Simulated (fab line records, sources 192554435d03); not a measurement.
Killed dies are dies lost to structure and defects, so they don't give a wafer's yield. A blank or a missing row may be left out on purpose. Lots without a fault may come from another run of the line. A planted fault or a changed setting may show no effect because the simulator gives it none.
One fault seen from 2 desks | flow n5_finfet | each desk has only its own numbers; what lay behind them comes last

THE TOOL OWNER'S DESK: pecvd-01
The tool's own readings at N5_BEOL_M13_DEP_53 (deposits SiCN from 3MS/NH3, target thk 50 nm, time 17.8 s): means of the sampled wafers that have a number, for each lot that ran on this tool. A lot is out of limits, marked OUT, if its mean lies more than 4 standard deviations from the usual mean; the brackets give that distance.
Columns: A = showerhead_plenum_p_Torr at N5_BEOL_M13_DEP_53, usual 4.169 Torr; B = throttle_valve_pct at N5_BEOL_M13_DEP_53, usual 18.3 %
lot  | first seen here | A     | B
L135 | day 11 13:14    | 4.157 | 17.7
L140 | day 13 07:05    | 4.156 | 17.8
L143 | day 13 15:39    | 4.156 | 17.9
This desk's finding: nothing out of limits on any of the 3 lots.

THE METROLOGY DESK
What the gauges read, lot by lot, whatever tool the lot ran on: means of the sampled wafers that have a number. A lot is out of limits, marked OUT, if its mean lies more than 4 standard deviations from the usual mean; the brackets give that distance.
Columns: A = M13_THK at N5_BEOL_M13_THK_MEAS_50, usual 410 nm; B = M13_RS at N5_BEOL_M13_RS_MEAS_54, usual 0.0451 ohm/sq
lot  | first seen here | A   | B
L132 | day 10 23:44    | 417 | 0.0444
L135 | day 11 13:09    | 405 | 0.0454
L140 | day 13 07:01    | 417 | 0.0451
L143 | day 13 15:35    | 407 | 0.0455
L148 | day 14 19:59    | 413 | 0.0447
L153 | day 17 10:07    | 416 | 0.0446
This desk's finding: nothing out of limits on any of the 6 lots.

PUT TOGETHER
The tool owner's desk saw nothing out of limits.
The metrology desk saw nothing out of limits.

WHAT THE SIMULATOR HAD PUT IN
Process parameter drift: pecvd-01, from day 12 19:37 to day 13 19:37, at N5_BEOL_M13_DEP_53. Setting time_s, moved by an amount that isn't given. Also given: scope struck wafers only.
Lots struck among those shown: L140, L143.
